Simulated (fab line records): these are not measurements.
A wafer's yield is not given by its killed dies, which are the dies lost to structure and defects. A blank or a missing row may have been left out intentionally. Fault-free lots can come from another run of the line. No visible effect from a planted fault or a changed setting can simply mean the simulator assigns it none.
Which of the tools did it? :: flow n5Finfet :: 12 lots, 35 wafers sampled, at 4 steps of a route of 1938

WHAT THE GAUGES READ, wafer by wafer
No reading from a measuring or inspecting step in the record can be judged against a usual standard deviation.

WHICH TOOL RAN EACH LOT (tool, then ch and the chambers of the sampled wafers, then the start)
lot: L655
N5_BEOL_M4_SPUTTER_48: pvdSputter-03, day 7 15:29
N5_PASSIVATION_ETCH_15: rieDiel-06 ch 1,3, day 11 20:39 or earlier
N5_PASSIVATION_DESCUM_32: rieDiel-05 ch 0,2, day 11 20:39
N5_PASSIVATION_PROBE_49: prober-02, day 12 01:34

lot: L656
N5_BEOL_M4_SPUTTER_48: pvdSputter-01, day 8 01:38
N5_PASSIVATION_ETCH_15: rieDiel-02 ch 1,2, day 12 02:07 or earlier
N5_PASSIVATION_DESCUM_32: rieDiel-01 ch 0,1,2, day 12 02:07
N5_PASSIVATION_PROBE_49: prober-02, day 12 06:56

lot: L657
N5_BEOL_M4_SPUTTER_48: pvdSputter-01, day 8 04:16
N5_PASSIVATION_ETCH_15: rieDiel-02 ch 0,3, day 12 08:39 or earlier
N5_PASSIVATION_DESCUM_32: rieDiel-01 ch 1,2,3, day 12 08:39
N5_PASSIVATION_PROBE_49: prober-01, day 12 13:34

lot: L658
N5_BEOL_M4_SPUTTER_48: pvdSputter-01, day 8 06:06
N5_PASSIVATION_ETCH_15: rieDiel-04 ch 0,1,3, day 12 10:16 or earlier
N5_PASSIVATION_DESCUM_32: rieDiel-05 ch 0,1,2, day 12 10:16
N5_PASSIVATION_PROBE_49: prober-02, day 12 15:10

lot: L660
N5_BEOL_M4_SPUTTER_48: pvdSputter-01, day 8 23:50
N5_PASSIVATION_ETCH_15: rieDiel-04 ch 0,1, day 12 21:13 or earlier
N5_PASSIVATION_DESCUM_32: rieDiel-03 ch 1,3, day 12 21:13
N5_PASSIVATION_PROBE_49: prober-02, day 13 02:34

lot: L670
N5_BEOL_M4_SPUTTER_48: pvdSputter-01, day 11 06:47
N5_PASSIVATION_ETCH_15: rieDiel-06 ch 0,3, day 15 21:23 or earlier
N5_PASSIVATION_DESCUM_32: rieDiel-05 ch 1,2,3, day 15 21:23
N5_PASSIVATION_PROBE_49: prober-01, day 16 02:19

lot: L668
N5_BEOL_M4_SPUTTER_48: pvdSputter-02, day 11 08:25
N5_PASSIVATION_ETCH_15: rieDiel-02 ch 0,1,3, day 15 10:30 or earlier
N5_PASSIVATION_DESCUM_32: rieDiel-05 ch 0,3, day 15 10:30
N5_PASSIVATION_PROBE_49: prober-02, day 15 15:33

lot: L671
N5_BEOL_M4_SPUTTER_48: pvdSputter-01, day 12 18:38
N5_PASSIVATION_ETCH_15: rieDiel-02 ch 0,1,3, day 17 05:43 or earlier
N5_PASSIVATION_DESCUM_32: rieDiel-05 ch 0,1, day 17 05:43
N5_PASSIVATION_PROBE_49: prober-02, day 17 11:07

lot: L673
N5_BEOL_M4_SPUTTER_48: pvdSputter-03, day 13 04:02
N5_PASSIVATION_ETCH_15: rieDiel-04 ch 1,2, day 17 13:28 or earlier
N5_PASSIVATION_DESCUM_32: rieDiel-03 ch 0,3, day 17 13:28
N5_PASSIVATION_PROBE_49: prober-01, day 17 18:27

lot: L674
N5_BEOL_M4_SPUTTER_48: pvdSputter-01, day 13 22:01
N5_PASSIVATION_ETCH_15: rieDiel-06 ch 0,2,3, day 18 08:02 or earlier
N5_PASSIVATION_DESCUM_32: rieDiel-01 ch 0,3, day 18 08:02
N5_PASSIVATION_PROBE_49: prober-02, day 18 13:11

lot: L678
N5_BEOL_M4_SPUTTER_48: pvdSputter-01, day 14 19:00
N5_PASSIVATION_ETCH_15: rieDiel-04 ch 1,2, day 20 00:46 or earlier
N5_PASSIVATION_DESCUM_32: rieDiel-05 ch 2,3, day 20 00:46
N5_PASSIVATION_PROBE_49: prober-02, day 20 05:48

lot: L676
N5_BEOL_M4_SPUTTER_48: pvdSputter-03, day 15 02:50
N5_PASSIVATION_ETCH_15: rieDiel-02 ch 0,1,2, day 20 05:36 or earlier
N5_PASSIVATION_DESCUM_32: rieDiel-01 ch 1,2,3, day 20 05:36
N5_PASSIVATION_PROBE_49: prober-01, day 20 11:27
- N5_BEOL_M4_SPUTTER_48: material Cu, target thk 4.5 nm, time 8.29 s.
- N5_PASSIVATION_ETCH_15: etches SiCN in CF4/N2, target depth 75 nm, time 81.2 s.
- N5_PASSIVATION_DESCUM_32: chemistry O2, time 7.9 s.
- N5_PASSIVATION_PROBE_49

AS READ BY THE TOOLS THEMSELVES (means over the sampled wafers that have a number; for cases with no such wafer, the mark the record gives instead)
N5_BEOL_M4_SPUTTER_48. Usual: chuckGasFlowSccm 1.27 sccm, standard deviation 0.053; throttleValvePct 30.4 %, standard deviation 1.4.
lot: L655
tool: pvdSputter-03
chuckGasFlowSccm (sccm): 1.32
throttleValvePct (%): 28.9
flag: 

lot: L656
tool: pvdSputter-01
chuckGasFlowSccm (sccm): 1.28
throttleValvePct (%): 31.4
flag: 

lot: L657
tool: pvdSputter-01
chuckGasFlowSccm (sccm): 1.28
throttleValvePct (%): 31.5
flag: 

lot: L658
tool: pvdSputter-01
chuckGasFlowSccm (sccm): 1.21
throttleValvePct (%): 31.1
flag: 

lot: L660
tool: pvdSputter-01
chuckGasFlowSccm (sccm): 1.27
throttleValvePct (%): 31.7
flag: 

lot: L670
tool: pvdSputter-01
chuckGasFlowSccm (sccm): 1.26
throttleValvePct (%): 31.4
flag: 

lot: L668
tool: pvdSputter-02
chuckGasFlowSccm (sccm): 1.29
throttleValvePct (%): 30.6
flag: 

lot: L671
tool: pvdSputter-01
chuckGasFlowSccm (sccm): 1.28
throttleValvePct (%): 31.5
flag: 

lot: L673
tool: pvdSputter-03
chuckGasFlowSccm (sccm): 1.25
throttleValvePct (%): 29.1
flag: 

lot: L674
tool: pvdSputter-01
chuckGasFlowSccm (sccm): 1.28
throttleValvePct (%): 31.6
flag: 

lot: L678
tool: pvdSputter-01
chuckGasFlowSccm (sccm): 1.29
throttleValvePct (%): 31.2
flag: 

lot: L676
tool: pvdSputter-03
chuckGasFlowSccm (sccm): 1.24
throttleValvePct (%): 29.1
flag: 

N5_PASSIVATION_ETCH_15. Usual: drypumpMotorCurrentA 5.5 A, standard deviation 0.51; oesProductAu 0.78 a.u., standard deviation 0.065; rfVppV 382.1 V, standard deviation 1.4; showerheadPlenumPTorr 2.20 Torr, standard deviation 0.051; throttleValvePct 15.47 %, standard deviation 0.21.
lot: L655
tool: rieDiel-06
drypumpMotorCurrentA (A): 5.9
oesProductAu (a.u.): 0.80
rfVppV (V): 382.2
showerheadPlenumPTorr (Torr): 2.23
throttleValvePct (%): 15.47
flag: 

lot: L656
tool: rieDiel-02
drypumpMotorCurrentA (A): 6.1
oesProductAu (a.u.): 0.85
rfVppV (V): 382.8
showerheadPlenumPTorr (Torr): 2.24
throttleValvePct (%): 15.40
flag: 

lot: L657
tool: rieDiel-02
drypumpMotorCurrentA (A): 5.2
oesProductAu (a.u.): 0.69
rfVppV (V): 382.2
showerheadPlenumPTorr (Torr): 2.21
throttleValvePct (%): 15.60
flag: 

lot: L658
tool: rieDiel-04
drypumpMotorCurrentA (A): 5.5
oesProductAu (a.u.): 0.76
rfVppV (V): 383.5
showerheadPlenumPTorr (Torr): 2.24
throttleValvePct (%): 15.43
flag: 

lot: L660
tool: rieDiel-04
drypumpMotorCurrentA (A): 5.8
oesProductAu (a.u.): 0.74
rfVppV (V): 383.2
showerheadPlenumPTorr (Torr): 2.26
throttleValvePct (%): 15.46
flag: 

lot: L670
tool: rieDiel-06
drypumpMotorCurrentA (A): 5.4
oesProductAu (a.u.): 0.87
rfVppV (V): 380.8
showerheadPlenumPTorr (Torr): 2.16
throttleValvePct (%): 15.05
flag: 

lot: L668
tool: rieDiel-02
drypumpMotorCurrentA (A): 5.3
oesProductAu (a.u.): 0.71
rfVppV (V): 381.9
showerheadPlenumPTorr (Torr): 2.21
throttleValvePct (%): 15.55
flag: 

lot: L671
tool: rieDiel-02
drypumpMotorCurrentA (A): 5.4
oesProductAu (a.u.): 0.79
rfVppV (V): 383.2
showerheadPlenumPTorr (Torr): 2.21
throttleValvePct (%): 15.38
flag: 

lot: L673
tool: rieDiel-04
drypumpMotorCurrentA (A): 5.4
oesProductAu (a.u.): 0.77
rfVppV (V): 380.9
showerheadPlenumPTorr (Torr): 2.18
throttleValvePct (%): 15.60
flag: 

lot: L674
tool: rieDiel-06
drypumpMotorCurrentA (A): 5.7
oesProductAu (a.u.): 0.80
rfVppV (V): 381.3
showerheadPlenumPTorr (Torr): 2.16
throttleValvePct (%): 15.35
flag: 

lot: L678
tool: rieDiel-04
drypumpMotorCurrentA (A): 5.4
oesProductAu (a.u.): 0.75
rfVppV (V): 380.8
showerheadPlenumPTorr (Torr): 2.17
throttleValvePct (%): 15.63
flag: 

lot: L676
tool: rieDiel-02
drypumpMotorCurrentA (A): 5.8
oesProductAu (a.u.): 0.81
rfVppV (V): 381.9
showerheadPlenumPTorr (Torr): 2.19
throttleValvePct (%): 15.44
flag: 

N5_PASSIVATION_DESCUM_32. Usual: biasPowerW 20.00 W, standard deviation 0.061; drypumpMotorCurrentA 5.8 A, standard deviation 0.38; oesProductAu 0.83 a.u., standard deviation 0.084; rfVppV 243.7 V, standard deviation 1.4; showerheadPlenumPTorr 2.13 Torr, standard deviation 0.078; throttleValvePct 20.36 %, standard deviation 0.28.
lot: L655
tool: rieDiel-05
biasPowerW (W): 20.05
drypumpMotorCurrentA (A): 6.1
oesProductAu (a.u.): 0.81
rfVppV (V): 243.4
showerheadPlenumPTorr (Torr): 2.20
throttleValvePct (%): 20.40
flag: 

lot: L656
tool: rieDiel-01
biasPowerW (W): 20.03
drypumpMotorCurrentA (A): 5.6
oesProductAu (a.u.): 0.82
rfVppV (V): 243.3
showerheadPlenumPTorr (Torr): 2.14
throttleValvePct (%): 20.31
flag: 

lot: L657
tool: rieDiel-01
biasPowerW (W): 20.00
drypumpMotorCurrentA (A): 5.8
oesProductAu (a.u.): 0.86
rfVppV (V): 243.3
showerheadPlenumPTorr (Torr): 2.15
throttleValvePct (%): 20.40
flag: 

lot: L658
tool: rieDiel-05
biasPowerW (W): 20.02
drypumpMotorCurrentA (A): 5.9
oesProductAu (a.u.): 0.86
rfVppV (V): 243.2
showerheadPlenumPTorr (Torr): 2.15
throttleValvePct (%): 20.33
flag: 

lot: L660
tool: rieDiel-03
biasPowerW (W): 20.04
drypumpMotorCurrentA (A): 5.4
oesProductAu (a.u.): 0.76
rfVppV (V): 241.6
showerheadPlenumPTorr (Torr): 2.00
throttleValvePct (%): 20.47
flag: 

lot: L670
tool: rieDiel-05
biasPowerW (W): 20.00
drypumpMotorCurrentA (A): 5.9
oesProductAu (a.u.): 0.84
rfVppV (V): 243.4
showerheadPlenumPTorr (Torr): 2.15
throttleValvePct (%): 20.41
flag: 

lot: L668
tool: rieDiel-05
biasPowerW (W): 19.97
drypumpMotorCurrentA (A): 6.1
oesProductAu (a.u.): 0.90
rfVppV (V): 244.8
showerheadPlenumPTorr (Torr): 2.23
throttleValvePct (%): 20.12
flag: 

lot: L671
tool: rieDiel-05
biasPowerW (W): 20.02
drypumpMotorCurrentA (A): 5.7
oesProductAu (a.u.): 0.86
rfVppV (V): 243.0
showerheadPlenumPTorr (Torr): 2.09
throttleValvePct (%): 20.17
flag: 

lot: L673
tool: rieDiel-03
biasPowerW (W): 19.99
drypumpMotorCurrentA (A): 5.8
oesProductAu (a.u.): 0.91
rfVppV (V): 244.6
showerheadPlenumPTorr (Torr): 2.17
throttleValvePct (%): 20.37
flag: 

lot: L674
tool: rieDiel-01
biasPowerW (W): 19.98
drypumpMotorCurrentA (A): 5.4
oesProductAu (a.u.): 0.75
rfVppV (V): 244.1
showerheadPlenumPTorr (Torr): 2.18
throttleValvePct (%): 20.62
flag: 

lot: L678
tool: rieDiel-05
biasPowerW (W): 20.00
drypumpMotorCurrentA (A): 6.1
oesProductAu (a.u.): 0.90
rfVppV (V): 245.2
showerheadPlenumPTorr (Torr): 2.20
throttleValvePct (%): 20.31
flag: 

lot: L676
tool: rieDiel-01
biasPowerW (W): 20.08
drypumpMotorCurrentA (A): 5.8
oesProductAu (a.u.): 0.78
rfVppV (V): 244.1
showerheadPlenumPTorr (Torr): 2.13
throttleValvePct (%): 20.49
flag: 

N5_PASSIVATION_PROBE_49. Usual: defectLimitedYield 91.3 %, standard deviation 1.7; killed_at_M0_to_M3 33, standard deviation 9.9; killed_at_M4_up 14, standard deviation 6.4; killedAtContacts 12, standard deviation 7; killedAtFrontEnd 41, standard deviation 13; killedAtOther 3.1, standard deviation 2.9; killedDies 103, standard deviation 20; killedOnRim 13, standard deviation 4; killedOpen 67, standard deviation 14; killedShort 34, standard deviation 9.4; sort_bin_4_leakage 0.03 %, standard deviation 0.24; sort_bin_5_function 5.1 %, standard deviation 1.1; sort_bin_6_memory 3.2 %, standard deviation 0.79; sort_bin_8_speed 0.02 %, standard deviation 0.15; sortNPass 1077, standard deviation 21; sortYieldPct 91.2 %, standard deviation 1.7.
lot: L655
tool: prober-02
defectLimitedYield (%): 91.3
killed_at_M0_to_M3: 30
killed_at_M4_up: 16
killedAtContacts: 22
killedAtFrontEnd: 33
killedAtOther: 1.0
killedDies: 102
killedOnRim: 13
killedOpen: 69
killedShort: 32
sort_bin_4_leakage (%): 0.00
sort_bin_5_function (%): 5.4
sort_bin_6_memory (%): 3.0
sort_bin_8_speed (%): 0.00
sortNPass: 1078
sortYieldPct (%): 91.3
flag: 

lot: L656
tool: prober-02
defectLimitedYield (%): 91.9
killed_at_M0_to_M3: 39
killed_at_M4_up: 10
killedAtContacts: 8
killedAtFrontEnd: 36
killedAtOther: 2.0
killedDies: 95
killedOnRim: 12
killedOpen: 65
killedShort: 30
sort_bin_4_leakage (%): 0.00
sort_bin_5_function (%): 4.8
sort_bin_6_memory (%): 3.0
sort_bin_8_speed (%): 0.00
sortNPass: 1085
sortYieldPct (%): 91.9
flag: 

lot: L657
tool: prober-01
defectLimitedYield (%): 91.0
killed_at_M0_to_M3: 24
killed_at_M4_up: 13
killedAtContacts: 13
killedAtFrontEnd: 55
killedAtOther: 0.3
killedDies: 106
killedOnRim: 12
killedOpen: 65
killedShort: 39
sort_bin_4_leakage (%): 0.00
sort_bin_5_function (%): 5.5
sort_bin_6_memory (%): 2.9
sort_bin_8_speed (%): 0.00
sortNPass: 1074
sortYieldPct (%): 91.0
flag: 

lot: L658
tool: prober-02
defectLimitedYield (%): 89.5
killed_at_M0_to_M3: 34
killed_at_M4_up: 40
killedAtContacts: 9
killedAtFrontEnd: 38
killedAtOther: 3.0
killedDies: 124
killedOnRim: 18
killedOpen: 65
killedShort: 29
sort_bin_4_leakage (%): 0.00
sort_bin_5_function (%): 6.5
sort_bin_6_memory (%): 2.9
sort_bin_8_speed (%): 0.03
sortNPass: 1056
sortYieldPct (%): 89.5
flag: OFF

lot: L660
tool: prober-02
defectLimitedYield (%): 88.7
killed_at_M0_to_M3: 32
killed_at_M4_up: 43
killedAtContacts: 18
killedAtFrontEnd: 36
killedAtOther: 5.0
killedDies: 134
killedOnRim: 19
killedOpen: 70
killedShort: 30
sort_bin_4_leakage (%): 0.03
sort_bin_5_function (%): 6.9
sort_bin_6_memory (%): 3.5
sort_bin_8_speed (%): 0.00
sortNPass: 1046
sortYieldPct (%): 88.6
flag: OFF

lot: L670
tool: prober-01
defectLimitedYield (%): 92.2
killed_at_M0_to_M3: 19
killed_at_M4_up: 18
killedAtContacts: 9
killedAtFrontEnd: 41
killedAtOther: 4.0
killedDies: 92
killedOnRim: 10
killedOpen: 60
killedShort: 32
sort_bin_4_leakage (%): 0.00
sort_bin_5_function (%): 4.6
sort_bin_6_memory (%): 3.0
sort_bin_8_speed (%): 0.00
sortNPass: 1088
sortYieldPct (%): 92.2
flag: 

lot: L668
tool: prober-02
defectLimitedYield (%): 91.5
killed_at_M0_to_M3: 40
killed_at_M4_up: 13
killedAtContacts: 20
killedAtFrontEnd: 27
killedAtOther: 1.0
killedDies: 101
killedOnRim: 11
killedOpen: 70
killedShort: 30
sort_bin_4_leakage (%): 0.00
sort_bin_5_function (%): 5.1
sort_bin_6_memory (%): 3.2
sort_bin_8_speed (%): 0.62
sortNPass: 1072
sortYieldPct (%): 90.9
flag: OFF

lot: L671
tool: prober-02
defectLimitedYield (%): 91.8
killed_at_M0_to_M3: 26
killed_at_M4_up: 8
killedAtContacts: 20
killedAtFrontEnd: 41
killedAtOther: 1.7
killedDies: 96
killedOnRim: 13
killedOpen: 52
killedShort: 41
sort_bin_4_leakage (%): 0.00
sort_bin_5_function (%): 5.2
sort_bin_6_memory (%): 2.6
sort_bin_8_speed (%): 0.00
sortNPass: 1084
sortYieldPct (%): 91.8
flag: 

lot: L673
tool: prober-01
defectLimitedYield (%): 93.9
killed_at_M0_to_M3: 27
killed_at_M4_up: 8
killedAtContacts: 12
killedAtFrontEnd: 21
killedAtOther: 4.0
killedDies: 72
killedOnRim: 8
killedOpen: 46
killedShort: 24
sort_bin_4_leakage (%): 0.00
sort_bin_5_function (%): 3.5
sort_bin_6_memory (%): 2.5
sort_bin_8_speed (%): 0.00
sortNPass: 1108
sortYieldPct (%): 93.9
flag: 

lot: L674
tool: prober-02
defectLimitedYield (%): 92.5
killed_at_M0_to_M3: 33
killed_at_M4_up: 15
killedAtContacts: 4
killedAtFrontEnd: 32
killedAtOther: 2.7
killedDies: 88
killedOnRim: 10
killedOpen: 56
killedShort: 31
sort_bin_4_leakage (%): 0.00
sort_bin_5_function (%): 4.6
sort_bin_6_memory (%): 2.6
sort_bin_8_speed (%): 0.00
sortNPass: 1092
sortYieldPct (%): 92.5
flag: 

lot: L678
tool: prober-02
defectLimitedYield (%): 90.9
killed_at_M0_to_M3: 31
killed_at_M4_up: 22
killedAtContacts: 6
killedAtFrontEnd: 42
killedAtOther: 6.3
killedDies: 107
killedOnRim: 14
killedOpen: 74
killedShort: 29
sort_bin_4_leakage (%): 0.00
sort_bin_5_function (%): 4.8
sort_bin_6_memory (%): 3.8
sort_bin_8_speed (%): 0.00
sortNPass: 1073
sortYieldPct (%): 90.9
flag: 

lot: L676
tool: prober-01
defectLimitedYield (%): 89.7
killed_at_M0_to_M3: 35
killed_at_M4_up: 24
killedAtContacts: 6
killedAtFrontEnd: 56
killedAtOther: 0.3
killedDies: 121
killedOnRim: 15
killedOpen: 91
killedShort: 30
sort_bin_4_leakage (%): 0.00
sort_bin_5_function (%): 6.3
sort_bin_6_memory (%): 3.6
sort_bin_8_speed (%): 0.00
sortNPass: 1059
sortYieldPct (%): 89.7
flag: 

THE ANSWER, worked out from the rows above alone
Rule: a lot counts as off when the mean over its wafers that have a number is more than 3 standard deviations away from the usual mean. Also off: a lot with no number at a reading for which 4 or more lots have one. The other lots that the step has rows for count as sound. After the gauges, taken in route order, come the tools' own readings; for these a lot's mean is taken, as printed above. The first step at which some lot is off is used, and at that step the reading that is off furthest; a lot without a number counts as furthest.
Off at N5_PASSIVATION_PROBE_49 (killed_at_M4_up): L658, L660.
A tool fits if, at that step or a process step before it, it ran every lot that is off, and no sound lot after the first of them. Because N5_PASSIVATION_ETCH_15 lacks a start for some lots, the hours and order of its lots are taken from N5_PASSIVATION_DESCUM_32. None of those tried fits.

WHAT THE SIMULATOR HAD INSERTED
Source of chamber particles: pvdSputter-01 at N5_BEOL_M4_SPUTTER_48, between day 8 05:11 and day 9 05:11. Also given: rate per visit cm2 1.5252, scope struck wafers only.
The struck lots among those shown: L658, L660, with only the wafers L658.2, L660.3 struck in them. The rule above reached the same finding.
